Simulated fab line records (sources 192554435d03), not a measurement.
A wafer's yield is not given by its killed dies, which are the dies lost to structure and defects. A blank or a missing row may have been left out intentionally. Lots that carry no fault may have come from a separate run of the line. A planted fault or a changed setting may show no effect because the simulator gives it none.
fab line records	flow n5Finfet
[record] lots = 9	wafers = 27	lastDay = 17
route steps=1938 shown FIN_SAQP@140 FIN_CUT@163 BEOL_M4@1111 PASSIVATION@1936
lots that met no fault: from a run of the same line without faults
startH: hours from the record's first day to the start of the lot's first wafer shown	waitH: hours since the lot's step before	" identical to the entry in the row above	L1.1+2: several wafers, shown together as one row	- no value, or no start was given	* or withheld: withheld	< > ~ a bound
route shown NAME@n: a module of which the file shows steps, and the number in the route of the first	usual: mean/standard deviation of fault-free wafers	same: alike in all rows	chamber/n: place in a boat	sites: each site's reading	_std_site: how widely they spread, as a standard deviation	_edge_site: inner sites' mean taken away from outer sites' mean	radiusMm: for every site, how far away it sits from the centre of the wafer	mask NAME#n: copy n	behind: tool/chamber where the wafer was last shaped	hold: cause of the lot's hold/its duration in hours/its outcome	device: names the non-switching transistor (n, p or np)	end of line: the same wafers' tests at the end of the route	a step without rows: its recipe alone	killed: dies that structure and defects cost at the first sort, which is not the same as the wafer's yield	map: a wafer's dies, marking killed ones x, the rest . and places with no die _
set.NAME: setting as actually run; set.NAME@STEP: the setting as run at that earlier step	model.NAME: the simulator's own value behind a step, which no gauge read
steps of the route over a sample of lots; a table a step, a row a wafer
services: the hour from which a tool's chamber was out of use, counted from the record's first day as startH (under 0 if before that day), plus the number of hours and why
[[steps]]
[step N5_FIN_SAQP_MANDREL2_REMOVE_60]
[recipe] chemistry = HBr/Cl2/O2	btTimeS = 10	target = a-Si	stopOn = SiNx	endpoint = OES-SiCl	overEtchFrac = 1	icpW = 600	biasW = 22	HBr_flow_sccm = 150	Cl2_flow_sccm = 80	O2_flow_sccm = 5	pressureMtorr = 10
[usual] HBr_flow_sccm = 149.9/0.41	biasW = 21.99/0.078	drypumpMotorCurrentA = 5.9/0.54	mfcCl2Sccm = 79.99/0.25	oesProductAu = 0.998/0.019	throttleValvePct = 36.59/0.27
lot.wafer	tool	chamber	startH	waitH	HBr_flow_sccm	biasW	drypumpMotorCurrentA	mfcCl2Sccm	oesProductAu	rfHoursCounterH	throttleValvePct
L541.1	rieSi-02	0	37.60	0.1	149.8	21.96	5.8	79.77	0.972	131	36.91
L541.4	"	2	"	"	149.9	21.87	6.1	80.11	0.968	23	36.36
L541.6	"	1	"	"	150.2	22.00	6.3	79.99	1.013	-	36.77
L546.2	rieSi-02	2	67.10	0.1	149.8	22.01	6.1	79.83	0.968	23	36.37
L546.4	"	1	"	"	150.5	21.83	6.3	80.14	1.013	3	36.76
L546.5	"	1	"	"	149.7	21.86	6.3	80.04	1.006	-	36.77
L554.2	rieSi-01	0	116.69	0.1	149.7	21.95	5.3	79.77	0.996	165	36.57
L554.3	"	1	"	"	150.3	21.93	6.4	79.79	1.010	154	37.05
L554.5	"	2	"	"	150.6	22.01	6.2	80.29	1.016	-	36.47
L555.2	rieSi-02	1	122.44	0.1	149.8	21.90	6.3	80.17	1.007	4	36.76
L555.3	"	0	"	"	149.5	22.17	5.8	79.78	0.980	133	36.90
L555.4	"	3	"	"	149.5	22.11	5.0	79.78	0.985	70	36.58
L558.4	rieSi-01	1	140.21	0.1	150.7	22.02	6.4	80.17	0.998	154	37.06
L558.5	"	0	"	"	149.6	21.99	5.3	79.86	0.993	-	36.55
L558.6	"	1	"	"	150.1	21.97	6.4	79.65	1.007	-	37.04
L559.2	rieSi-01	2	146.14	0.1	149.0	22.00	6.2	80.06	1.030	79	36.48
L559.3	"	0	"	"	149.6	21.99	5.3	79.19	0.990	166	36.56
L559.4	"	3	"	"	150.1	22.10	6.5	80.03	1.028	11	36.52
L560.1	rieSi-01	3	152.09	0.1	150.1	21.96	6.5	80.32	1.020	11	36.51
L560.4	"	2	"	"	148.9	22.18	6.2	79.94	1.013	79	36.48
L560.5	"	0	"	"	149.9	22.03	5.3	80.17	1.007	-	36.53
L561.1	rieSi-01	0	158.27	0.1	149.8	21.95	5.3	80.00	0.983	166	36.55
L561.2	"	1	"	"	150.5	22.09	6.4	79.76	1.002	154	37.04
L561.6	"	1	"	"	150.2	22.01	6.4	79.99	0.998	-	37.03
L562.1	rieSi-02	1	163.34	0.1	150.7	21.97	6.3	80.24	1.013	5	36.78
L562.3	"	0	"	"	149.9	22.07	5.8	79.84	0.969	134	36.89
L562.5	"	0	"	"	150.2	22.02	5.8	80.17	0.976	-	36.89
[step N5_FIN_CUT_CD_MEAS_08]
[recipe] targetCdNm = 29.1	landingEnergyEv = 500	detector = seInlens	polarity = opening
[usual] cdNm = 29.12/0.26
lot.wafer	tool	chamber	startH	waitH	cdNm
L541.1	cdSem-01	0	38.97	-	29.16
L541.4	"	0	"	"	29.67
L541.6	"	0	"	"	28.66
L546.2	cdSem-03	0	68.22	-	28.84
L546.4	"	0	"	"	29.21
L546.5	"	0	"	"	29.43
L554.2	cdSem-03	0	117.81	-	29.67
L554.3	"	0	"	"	28.99
L554.5	"	0	"	"	29.18
L555.2	cdSem-02	0	123.44	-	29.26
L555.3	"	0	"	"	29.18
L555.4	"	0	"	"	29.13
L558.4	cdSem-02	0	141.75	-	29.01
L558.5	"	0	"	"	29.24
L558.6	"	0	"	"	29.18
L559.2	cdSem-03	0	147.19	-	29.24
L559.3	"	0	"	"	28.74
L559.4	"	0	"	"	29.74
L560.1	cdSem-02	0	153.09	-	29.44
L560.4	"	0	"	"	29.05
L560.5	"	0	"	"	29.15
L561.1	cdSem-03	0	159.26	-	28.99
L561.2	"	0	"	"	29.09
L561.6	"	0	"	"	29.38
L562.1	cdSem-03	0	164.47	-	29.25
L562.3	"	0	"	"	29.09
L562.5	"	0	"	"	28.46
[step N5_FIN_CUT_ETCH_30]
[recipe] chemistry = N2/H2	target = underlayer	targetDepthA = 130	maskMaterial = CAR-EUV	timeS = 10.4	ionEnergyEv = 200	pressureMtorr = 30	sourceW = 840	biasW = 150	n2FlowSccm = 200	h2FlowSccm = 200	ends = cleared
[usual] biasW = 150.0/0.47	drypumpMotorCurrentA = 5.8/0.38	etchRfOnTimeS = 10.42/0.15	oesProductAu = 0.65/0.046	rfVppV = 523.7/2.1	showerheadPlenumPTorr = 2.54/0.071	throttleValvePct = 17.87/0.18
lot.wafer	tool	chamber	startH	waitH	biasW	drypumpMotorCurrentA	etchRfOnTimeS	oesProductAu	rfHoursCounterH	rfVppV	showerheadPlenumPTorr	throttleValvePct
L541.1	rieDiel-05	3	39.14	0.0	149.2	6.1	10.13	0.73	54	522.4	2.46	17.51
L541.4	"	3	"	"	150.2	6.1	10.08	0.73	-	522.7	2.46	17.50
L541.6	"	2	"	"	150.0	5.3	10.38	0.65	-	525.8	2.67	17.73
L546.2	rieDiel-02	1	68.38	0.0	149.8	6.0	10.20	0.69	78	522.4	2.47	18.17
L546.4	"	0	"	"	149.6	5.7	13.83	0.56	171	523.8	2.53	17.96
L546.5	"	3	"	"	149.8	5.8	10.37	0.62	-	524.3	2.52	17.74
L554.2	rieDiel-04	2	118.11	0.0	149.9	6.2	10.47	0.63	143	524.5	2.54	17.94
L554.3	"	3	"	"	149.4	5.3	10.43	0.60	230	522.2	2.50	17.54
L554.5	"	1	"	"	150.4	5.2	10.59	0.78	-	525.4	2.60	17.76
L555.2	rieDiel-04	0	123.60	0.0	149.2	5.2	10.54	0.62	176	521.5	2.43	17.91
L555.3	"	1	"	"	150.0	5.2	10.75	0.76	21	526.5	2.60	17.77
L555.4	"	3	"	"	150.4	5.3	10.31	0.60	231	523.2	2.50	17.55
L558.4	rieDiel-02	3	142.38	0.0	148.6	5.9	10.51	0.62	217	522.1	2.51	17.77
L558.5	"	2	"	"	149.8	6.3	10.46	0.63	-	526.3	2.64	17.94
L558.6	"	3	"	"	148.4	5.9	10.49	0.62	-	522.9	2.51	17.77
L559.2	rieDiel-02	2	147.35	0.0	151.3	6.3	10.12	0.64	159	527.8	2.64	17.94
L559.3	"	1	"	"	150.0	6.0	10.08	0.68	102	521.9	2.46	18.22
L559.4	"	2	"	"	150.3	6.3	10.33	0.63	-	527.6	2.64	17.94
L560.1	rieDiel-02	3	153.24	0.0	149.5	5.9	10.54	0.61	219	524.5	2.51	17.77
L560.4	"	2	"	"	150.7	6.2	10.37	0.63	161	527.6	2.64	17.94
L560.5	"	3	"	"	150.0	5.9	10.50	0.62	-	523.7	2.51	17.78
L561.1	rieDiel-05	0	159.58	0.0	150.1	6.1	10.26	0.72	59	526.5	2.57	17.93
L561.2	"	3	"	"	151.0	6.1	10.28	0.68	92	521.5	2.44	17.58
L561.6	"	0	"	"	150.5	6.1	10.16	0.72	-	526.1	2.57	17.92
L562.1	rieDiel-05	0	164.63	0.0	150.0	6.1	10.08	0.73	61	525.5	2.57	17.93
L562.3	"	3	"	"	149.9	6.1	10.14	0.68	94	521.4	2.44	17.60
L562.5	"	2	"	"	149.5	5.4	10.50	0.62	-	527.0	2.65	17.79
[step N5_FIN_CUT_STRIP_22]
[recipe] chemistry = N2/H2	powerW = 500	tempC = 40	pressureMtorr = 50	rfFrequencyHz = 6e+07	overashFraction = 0.3	biasPowerW = 8	h2Frac = 0.5	n2FlowSccm = 300	h2FlowSccm = 300
[usual] drypumpMotorCurrentA = 5.7/0.45	oesProductAu = 0.77/0.064	rfVppV = 54.3/2.1	showerheadPlenumPTorr = 3.35/0.097	throttleValvePct = 18.79/0.29
lot.wafer	tool	chamber	startH	waitH	drypumpMotorCurrentA	oesProductAu	rfHoursCounterH	rfVppV	showerheadPlenumPTorr	throttleValvePct
L541.1	rieDiel-04	3	39.86	0.0	5.3	0.73	203	56.2	3.32	18.35
L541.4	"	2	"	"	6.2	0.81	-	54.9	3.37	18.83
L541.6	"	0	"	"	5.2	0.76	-	58.2	3.23	18.69
L546.2	rieDiel-04	3	69.10	0.0	5.3	0.71	214	54.2	3.32	18.38
L546.4	"	2	"	"	6.2	0.79	-	53.3	3.36	18.79
L546.5	"	0	"	"	5.2	0.75	-	56.8	3.23	18.67
L554.2	rieDiel-04	0	118.83	0.0	5.2	0.74	175	57.1	3.22	18.74
L554.3	"	1	"	"	5.2	0.91	20	55.4	3.43	18.65
L554.5	"	0	"	"	5.2	0.72	-	49.3	3.22	18.76
L555.2	rieDiel-02	3	124.35	0.1	5.9	0.73	212	56.6	3.32	19.13
L555.3	"	0	"	"	5.8	0.74	188	58.3	3.33	19.17
L555.4	"	1	"	"	6.0	0.80	96	56.8	3.26	19.38
L558.4	rieDiel-04	0	143.18	0.1	5.2	0.72	183	52.8	3.21	18.72
L558.5	"	3	"	"	5.3	0.69	-	51.2	3.30	18.40
L558.6	"	0	"	"	5.3	0.71	-	53.5	3.22	18.75
L559.2	rieDiel-04	2	148.26	0.2	6.2	0.76	151	53.6	3.35	18.88
L559.3	"	1	"	"	5.3	0.93	28	52.4	3.43	18.71
L559.4	"	0	"	"	5.2	0.72	184	55.6	3.21	18.73
L560.1	rieDiel-05	2	153.96	0.0	5.3	0.72	180	53.8	3.50	18.77
L560.4	"	2	"	"	5.3	0.72	-	52.9	3.50	18.76
L560.5	"	3	"	"	6.1	0.80	-	53.9	3.23	18.36
L561.1	rieDiel-02	1	160.30	0.0	6.0	0.80	107	55.6	3.25	19.44
L561.2	"	2	"	"	6.3	0.73	164	53.6	3.48	19.02
L561.6	"	2	"	"	6.3	0.72	-	52.5	3.48	19.00
L562.1	rieDiel-05	3	165.35	0.0	6.2	0.79	94	51.0	3.23	18.36
L562.3	"	0	"	"	6.1	0.84	61	53.9	3.39	19.12
L562.5	"	1	"	"	6.3	0.70	-	56.1	3.46	19.05
[step N5_BEOL_M4_RC_MEAS_101]
[usual] DIBL_N = 36.3/1.7	DIBL_P = 36.5/1.8	IOFF_N = 0.16/0.033	IOFF_P = 0.21/0.037	ION_N = 675/11	ION_P = 462/7.9	SS_N = 71.6/0.64	SS_P = 73.3/0.68	VT_N = 249/3.3	VT_P = -250/3.3
lot.wafer	tool	chamber	startH	waitH	DIBL_N[mV/V]	DIBL_P[mV/V]	IOFF_N[nA/um]	IOFF_P[nA/um]	ION_N[uA/um]	ION_P[uA/um]	SS_N[mV/dec]	SS_P[mV/dec]	VT_N[mV]	VT_P[mV]
L541.1	prober-01	0	175.39	0.0	37.0	37.9	0.16	0.23	674	464	71.5	73.7	249	-251
L541.4	"	0	"	"	35.9	36.4	0.14	0.22	669	461	71.1	73.5	251	-250
L541.6	"	0	"	"	36.4	36.4	0.14	0.21	675	471	71.3	73.1	251	-250
L546.2	prober-02	0	198.17	0.2	33.1	32.8	0.11	0.17	665	462	70.6	72.3	255	-253
L546.4	"	0	"	"	34.9	33.6	0.12	0.18	656	455	70.5	71.4	253	-250
L546.5	"	0	"	"	33.9	33.6	0.11	0.18	668	461	70.7	71.8	255	-251
L554.2	prober-02	0	256.66	0.2	37.0	36.3	0.17	0.24	677	463	71.6	73.4	249	-248
L554.3	"	0	"	"	38.1	37.1	0.19	0.24	675	462	72.2	73.7	248	-246
L554.5	"	0	"	"	39.1	38.9	0.21	0.27	686	465	72.7	73.8	248	-248
L555.2	prober-02	0	258.71	0.2	38.3	38.1	0.17	0.20	681	455	72.2	74.4	250	-254
L555.3	"	0	"	"	37.4	36.6	0.15	0.19	660	457	72.0	73.6	252	-255
L555.4	"	0	"	"	39.3	38.4	0.17	0.20	661	450	73.0	73.8	251	-253
L558.4	prober-01	0	267.91	0.5	37.3	36.6	0.16	0.23	678	472	71.4	72.5	254	-245
L558.5	"	0	"	"	36.3	35.8	0.15	0.22	662	460	71.4	73.4	253	-248
L558.6	"	0	"	"	37.3	36.4	0.17	0.23	667	464	71.9	73.5	249	-247
L559.2	prober-02	0	288.09	0.2	33.4	33.1	0.13	0.17	682	465	71.4	72.7	251	-254
L559.3	"	0	"	"	35.3	34.8	0.16	0.19	677	462	71.3	73.6	247	-251
L559.4	"	0	"	"	34.3	33.9	0.14	0.18	672	459	71.9	73.2	250	-252
L560.1	prober-02	0	291.64	0.0	40.0	40.9	0.28	0.27	717	475	72.9	74.6	241	-250
L560.4	"	0	"	"	38.2	38.7	0.23	0.24	695	461	73.1	74.5	242	-249
L560.5	"	0	"	"	37.6	37.9	0.21	0.22	687	459	71.7	73.4	245	-251
L562.1	prober-01	0	298.10	0.0	33.2	33.6	0.12	0.16	669	452	71.2	72.4	252	-256
L562.3	"	0	"	"	36.3	37.7	0.18	0.21	678	461	71.9	74.4	248	-250
L562.5	"	0	"	"	36.8	38.6	0.19	0.22	677	458	72.1	74.3	246	-253
L561.1	prober-02	0	298.18	0.0	36.2	35.1	0.14	0.17	662	447	71.2	73.8	253	-251
L561.2	"	0	"	"	37.3	36.3	0.16	0.18	677	458	72.1	73.9	249	-254
L561.6	"	0	"	"	37.5	37.0	0.16	0.20	673	458	71.5	74.2	247	-253
[step N5_PASSIVATION_PROBE_49]
[usual] defectLimitedYield = 91.3/1.5	killed_at_M0_to_M3 = 34/9.4	killed_at_M4_up = 13/5.3	killedAtContacts = 13/5.7	killedAtFrontEnd = 40/10	killedAtOther = 3.7/2.8	killedDies = 103/17	killedOnRim = 13/4.2	killedOpen = 67/13	killedShort = 35/8.5	sort_bin_4_leakage = 0.00/0.016	sort_bin_5_function = 5.0/0.98	sort_bin_6_memory = 3.3/0.7	sortNPass = 1077/17	sortYieldPct = 91.3/1.5
[same] grossDies = 1180	killedAtBackSide = 0	sort_bin_8_speed[%] = 0
lot.wafer	tool	chamber	startH	waitH	defectLimitedYield[%]	killed_at_M0_to_M3	killed_at_M4_up	killedAtContacts	killedAtFrontEnd	killedAtOther	killedDies	killedOnRim	killedOpen	killedShort	sort_bin_4_leakage[%]	sort_bin_5_function[%]	sort_bin_6_memory[%]	sortNPass	sortYieldPct[%]
L558.4	prober-02	-	369.93	0.2	94.0	28	6	12	21	4	71	8	49	22	0	3.6	2.2	1109	94.0
L558.5	prober-02	-	369.98	0.2	90.7	34	14	11	45	6	110	9	77	32	0	5.9	3.1	1070	90.7
L558.6	prober-02	-	370.03	0.3	92.9	29	2	8	41	4	84	12	47	36	0	4.3	2.5	1096	92.9
// killed by level:class
L558.4 MOL_CONTACT_COAG:geometricParticle:open=10 BEOL_M3:geometricParticle:open=8 BEOL_M2:geometricParticle:open=5 DUMMY_GATE:geometricParticle:open=4 BEOL_M0_SAQP:geometricParticle:short=4 STI_FIN_REVEAL:geometricParticle:open=3 DUMMY_GATE:geometricParticle:short=3 BEOL_M0_SAQP:geometricParticle:open=3
L558.5 STI_FIN_REVEAL:geometricParticle:open=15 BEOL_M2:geometricParticle:open=9 MOL_CONTACT_COAG:geometricParticle:open=8 FIN_SAQP:geometricParticle:open=7 BEOL_M4:geometricParticle:short=5 BEOL_M0_SAQP:geometricParticle:open=5 BEOL_M1:geometricParticle:open=5 GATE_CUT:geometricParticle:open=4
L558.6 FIN_SAQP:geometricParticle:open=7 MOL_CONTACT_COAG:geometricParticle:open=7 STI_FIN_REVEAL:geometricParticle:open=7 BEOL_M0_SAQP:geometricParticle:short=7 BEOL_M3:geometricParticle:open=6 BEOL_M3:geometricParticle:short=6 STARTING-WAFER:geometricParticle:short=6 FIN_SAQP:geometricParticle:short=4
[[services]]
tool	chamber	startH	hours	kind
rieDiel-05	1	20.85	5.0	repair
rieDiel-05	0	35.38	14.7	repair
rieSi-01	1	38.15	1.3	repair
rieSi-01	0	40.30	3.2	repair
rieDiel-02	-	50.71	2.8	repair
rieDiel-05	1	75.65	12.2	repair
rieDiel-04	3	102.34	4.6	repair
rieDiel-02	2	104.30	10.3	repair
rieSi-02	3	104.78	3.9	repair
rieDiel-05	3	106.16	6.8	repair
rieDiel-05	1	139.32	17.3	repair
rieDiel-02	3	143.02	4.5	repair
rieDiel-04	0	150.47	3.8	repair
rieDiel-02	3	155.23	9.1	repair
[[key]]
[firstSign] step = N5_FIN_CUT_ETCH_30	reading = etchRfOnTimeS	direction = up	sigmas = 22	usual = *	struck = *
effect none on later readings
metAt N5_FIN_CUT_ETCH_30
struckLots L546
struckWafers L546.4
notActingAt N5_FIN_SAQP_MANDREL2_REMOVE_60,N5_FIN_CUT_CD_MEAS_08,N5_FIN_CUT_STRIP_22
[fault] kind = processParameterDrift	tool = rieDiel-02	chamber = -	onsetH = 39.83	steps = N5_FIN_CUT_ETCH_30	channel = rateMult	offset = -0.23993	shape = step	endH = 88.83	scope = struckWafersOnly
